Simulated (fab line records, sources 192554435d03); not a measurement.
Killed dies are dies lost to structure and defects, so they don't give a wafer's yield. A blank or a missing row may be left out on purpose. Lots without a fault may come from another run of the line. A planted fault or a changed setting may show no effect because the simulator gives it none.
A struck lot beside a sound one | flow n5_finfet | 17 steps out of a route of 1938
Sound: wafers L713.1, L713.2, L713.6. Struck: wafers L726.1, L726.2, L726.5. The cause comes at the end.
At each step with rows: each side's tool, then ch and its chambers, then its first start. Under that, the readings that differ: sound wafers | struck wafers | difference of the means | sigmas: that difference in standard deviations of wafers without a fault.
alike: readings whose means differ by less than 2 such deviations, and words and numbers that are the same on both sides. not compared: withheld readings, readings that some wafer has no value for, bounds like >300 that may hide the same value, and numbers for which the record gives no deviation and whose values overlap.
The two part at a step that has a row with sigmas, a row that says differs or no value, or rows on one side only. Numbers that don't overlap but have no deviation are shown without sigmas and don't part them. A reading that every wafer of one side lacks parts them only if that side has two wafers or more.

first, 2 steps without rows for these wafers: N5_BEOL_M4_PEB_09 (peb time 60 s); N5_BEOL_M4_DEVELOP_10 (develop time 30 s).
N5_BEOL_M4_CD_MEAS_11: target cd 16.79 nm.
  sound on cd_sem-02 ch 0, day 7 05:29; struck on cd_sem-03 ch 0, day 10 14:52
  alike: cd_nm
N5_BEOL_M4_OVL_MEAS_12:
  sound on overlay-01 ch 0, day 7 05:31; struck on overlay-01 ch 0, day 10 14:53
  alike: M4_OVL
N5_BEOL_M4_INSPECT_13: inspects for defects (brightfield).
  sound on defect_inspect-01, day 7 05:35; struck on defect_inspect-02, day 10 14:57
  alike: raw_defect_count
N5_BEOL_M4_DESCUM_16: chemistry O2, time 7 s.
  sound on rie_diel-04 ch 0,1,3, day 7 05:37; struck on rie_diel-01 ch 0,2,3, day 10 14:59
  alike: drypump_motor_current_A, o2_flow_sccm, oes_product_au, rf_fwd_power_W, rf_vpp_V, showerhead_plenum_p_Torr, throttle_valve_pct
  not compared: rf_hours_counter_h
N5_BEOL_M4_ETCH_74: etches underlayer in N2/H2, target depth 6.5 nm, time 5.2 s.
  sound on rie_diel-04 ch 0,1,3, day 7 05:39; struck on rie_diel-01 ch 0,2,3, day 10 15:01
  alike: drypump_motor_current_A, etch_rf_on_time_s, h2_flow_sccm, oes_product_au, rf_fwd_power_W, rf_vpp_V, showerhead_plenum_p_Torr, throttle_valve_pct
  not compared: rf_hours_counter_h
then, 1 step without rows for these wafers: N5_BEOL_M4_ETCH_63 (etches SiARC in CF4, target depth 15.6 nm, time 26 s).
N5_BEOL_M4_ETCH_64: etches SOC in N2/H2, target depth 75 nm, overetch 22.5 nm, time 121.9 s.
  sound on rie_diel-04 ch 0,1,3, day 7 05:41; struck on rie_diel-01 ch 0,2,3, day 10 15:04
  alike: drypump_motor_current_A, h2_flow_sccm, oes_product_au, rf_fwd_power_W, rf_vpp_V, showerhead_plenum_p_Torr, throttle_valve_pct
  not compared: rf_hours_counter_h
then, 2 steps without rows for these wafers: N5_BEOL_M4_STRIP_65 (strips in N2/H2); N5_BEOL_M4_STRIP_75 (strips in N2/H2).
N5_BEOL_M4_STRIP_66: strips in CF4.
  sound on rie_diel-04 ch 0,1,3, day 7 05:49; struck on rie_diel-01 ch 0,2,3, day 10 15:11
  alike: drypump_motor_current_A, oes_product_au, rf_fwd_power_W, rf_vpp_V, showerhead_plenum_p_Torr, throttle_valve_pct
  not compared: rf_hours_counter_h
N5_BEOL_M4_HM_OPEN_17: chemistry Cl2/BCl3, target TiN, target depth 20 nm, overetch 6 nm.
  sound on rie_metal-03 ch 0,1, day 7 05:52; struck on rie_metal-03 ch 0,1, day 10 15:14
  no value came back on the struck wafers for any of 6 readings (bcl3_flow_sccm (sccm), bias_w (W) and others); on the sound wafers bcl3_flow_sccm (sccm) reads 21.80 21.70 21.84
  reading                                  | sound          | struck         | difference | sigmas
  model.SOC_of_BEOL_M4_COAT_61.thk_nm (nm) | 52.2 52.2 52.2 | 60.2 60.2 60.2 | +8.0       |
  not compared: rf_hours_counter_h
N5_BEOL_M4_STRIP_19: strips in O2.
  sound on rie_diel-04 ch 0,1, day 7 05:58; struck on rie_diel-01 ch 2,3, day 10 15:23
  alike: drypump_motor_current_A, o2_flow_sccm, oes_product_au, rf_vpp_V, showerhead_plenum_p_Torr, throttle_valve_pct
  not compared: rf_hours_counter_h
N5_BEOL_M4_CD_MEAS_18: pitch 36 nm, target cd 18 nm.
  sound on cd_sem-01, day 7 06:02; struck on cd_sem-01, day 10 15:27
  reading    | sound             | struck | difference                    | sigmas
  cd_nm (nm) | 18.07 17.58 18.02 | - - -  | no value on the struck wafers |
then, 1 step without rows for these wafers: N5_BEOL_M4_COAT_67 (time 60 s, resist thk 60 nm).
N5_BEOL_M4_RC_MEAS_101:
  the record has rows for the sound wafers here (prober-02 ch 0, day 7 12:01) and none for the struck ones

WHERE THEY PART
First at N5_BEOL_M4_HM_OPEN_17; last, within this record, at N5_BEOL_M4_RC_MEAS_101.

WHY: what the simulator had put in
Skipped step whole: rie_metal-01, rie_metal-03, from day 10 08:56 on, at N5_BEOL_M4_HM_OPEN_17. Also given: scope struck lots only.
